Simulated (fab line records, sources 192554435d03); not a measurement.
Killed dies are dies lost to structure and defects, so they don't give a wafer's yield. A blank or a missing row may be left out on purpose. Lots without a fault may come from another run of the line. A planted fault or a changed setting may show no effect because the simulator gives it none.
One fault seen from 2 desks | flow n5_finfet | each desk has only its own numbers; what lay behind them comes last

THE TOOL OWNER'S DESK: cmp-01
The tool's own readings at N5_HKMG_FIN_CMP_23 (polishes, stops on SiNx, t overpolish 10 s, target thk 46.326 nm): means of the sampled wafers that have a number, for each lot that ran on this tool. A lot is out of limits, marked OUT, if its mean lies more than 4 standard deviations from the usual mean; the brackets give that distance.
Columns: A = head_pressure_psi at N5_HKMG_FIN_CMP_23, usual 4.000 psi; B = motor_current_A at N5_HKMG_FIN_CMP_23, usual 12.2 A; C = overpolish_run_s at N5_HKMG_FIN_CMP_23, usual 10.000 s; D = pad_life_wafers at N5_HKMG_FIN_CMP_23, usual 893; E = time_to_endpoint_s at N5_HKMG_FIN_CMP_23, usual 12.7 s
lot  | first seen here | A                | B    | C      | D    | E
L128 | day 4 20:50     | 3.994            | 12.2 | 9.995  | 1759 | 12.7
L136 | day 6 12:57     | 4.001            | 12.6 | 9.997  | 86   | 10.5
L140 | day 7 16:31     | 3.935 (-6.9) OUT | 12.1 | 9.991  | 308  | 11.9
L142 | day 8 01:40     | 3.929 (-7.6) OUT | 12.1 | 10.001 | 392  | 11.0
This desk's finding: out of limits on L140, L142; first on L140, day 7 16:31 (head_pressure_psi at N5_HKMG_FIN_CMP_23). In limits: L128, L136.

THE METROLOGY DESK
What the gauges read, lot by lot, whatever tool the lot ran on: means of the sampled wafers that have a number. A lot is out of limits, marked OUT, if its mean lies more than 4 standard deviations from the usual mean; the brackets give that distance. Of its 10 readings 7 are shown: those that lie furthest out on some lot.
Columns: A = DIBL_P at N5_BEOL_M4_RC_MEAS_101, usual 36.3 mV/V; B = IOFF_N at N5_BEOL_M4_RC_MEAS_101, usual 0.155 nA/um; C = IOFF_P at N5_BEOL_M4_RC_MEAS_101, usual 0.210 nA/um; D = ION_N at N5_BEOL_M4_RC_MEAS_101, usual 677 uA/um; E = ION_P at N5_BEOL_M4_RC_MEAS_101, usual 465 uA/um; F = VT_N at N5_BEOL_M4_RC_MEAS_101, usual 249.9 mV; G = VT_P at N5_BEOL_M4_RC_MEAS_101, usual -250 mV
lot  | first seen here | A    | B     | C     | D   | E   | F     | G
L127 | day 7 14:26     | 37.0 | 0.163 | 0.206 | 677 | 464 | 250.5 | -251
L128 | day 8 08:42     | 36.6 | 0.139 | 0.189 | 677 | 465 | 252.6 | -251
L136 | day 10 08:52    | 36.9 | 0.171 | 0.238 | 679 | 465 | 248.5 | -246
L142 | day 12 01:39    | 37.3 | 0.178 | 0.264 | 687 | 475 | 246.4 | -246
L140 | day 12 04:12    | 35.9 | 0.164 | 0.218 | 681 | 468 | 249.5 | -247
L147 | day 13 15:44    | 35.9 | 0.132 | 0.171 | 671 | 457 | 250.9 | -253
L148 | day 13 20:10    | 36.6 | 0.153 | 0.209 | 672 | 463 | 250.4 | -249
L150 | day 14 10:47    | 35.0 | 0.150 | 0.182 | 668 | 456 | 250.8 | -252
L149 | day 14 17:31    | 36.7 | 0.173 | 0.215 | 681 | 466 | 247.6 | -251
This desk's finding: nothing out of limits on any of the 9 lots.

PUT TOGETHER
The tool owner's desk could have raised an alarm at day 7 16:31, on L140, L142.
The metrology desk saw nothing out of limits.
The metrology desk has L140, L142 on record, within its limits.
Of the lots named, all ran N5_HKMG_FIN_CMP_23 on cmp-01.

WHAT THE SIMULATOR HAD PUT IN
Process parameter drift: cmp-01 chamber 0, from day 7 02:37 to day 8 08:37, at N5_HKMG_FIN_CMP_23. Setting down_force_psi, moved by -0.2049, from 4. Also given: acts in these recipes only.
Lots struck among those shown: L140, L142.
Hours from the fault's start to each desk's first reading out of limits: the tool owner's desk, 14.
